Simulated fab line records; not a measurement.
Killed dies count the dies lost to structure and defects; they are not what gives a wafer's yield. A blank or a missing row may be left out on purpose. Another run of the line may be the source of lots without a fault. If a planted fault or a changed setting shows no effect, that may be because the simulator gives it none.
What tool caused it? ; flow nandHarc ; at 1 step of a route of 1302, 12 lots with 36 wafers sampled

== WHAT EACH GAUGE READ, for each wafer ==
NHARC_A_DECK1_JOINT_THK_MEAS_14: measures by ellipsometry.
lot;measured;on;thkNm (nm)
L075;day 11 16:29;filmMetro-01;50.3 53.0 50.3
L077;day 12 12:48;filmMetro-01;48.3 52.4 48.9
L079;day 13 14:50;filmMetro-01;49.8 52.6 51.7
L081;day 14 18:47;filmMetro-01;51.6 51.6 52.5
L084;day 15 00:19;filmMetro-02;51.4 50.8 52.0
L085;day 15 15:22;filmMetro-01;49.6 49.4 52.8
L088;day 17 06:55;filmMetro-01;53.5 48.8 50.3
L087;day 17 11:51;filmMetro-02;52.5 49.5 49.1
L091;day 18 07:58;filmMetro-01;51.6 51.6 51.5
L093;day 19 02:25;filmMetro-01;52.3 51.4 52.0
L095;day 20 10:47;filmMetro-01;49.8 50.5 51.5
L097;day 20 20:23;filmMetro-02;47.9 48.0 53.4

== WHAT TOOL EACH LOT RAN ON (gives the tool, then ch and the chambers of the sampled wafers, and finally the start) ==
The record shows no process step preceding these readings.

== THE ANSWER, worked out from the rows above alone ==
Rule: the usual values come from the lots themselves. The widest of any qualifying gaps counts: lots, ordered by their means at a reading, are off when they make up no more than a third of the lots, leave a main group of 4 or more, and stand apart from it by 3 or more times the standard deviation of that group's means. A main group is skipped when, at the precision printed for the reading in the tables above, its means are all equal. A lot without any number at a reading at which 4 lots or more have one is off too. Any other lot the step has rows for is counted as sound.
No lot is off on any of the readings shown, so nothing can be concluded from this.

== WHAT WAS PUT IN BY THE SIMULATOR ==
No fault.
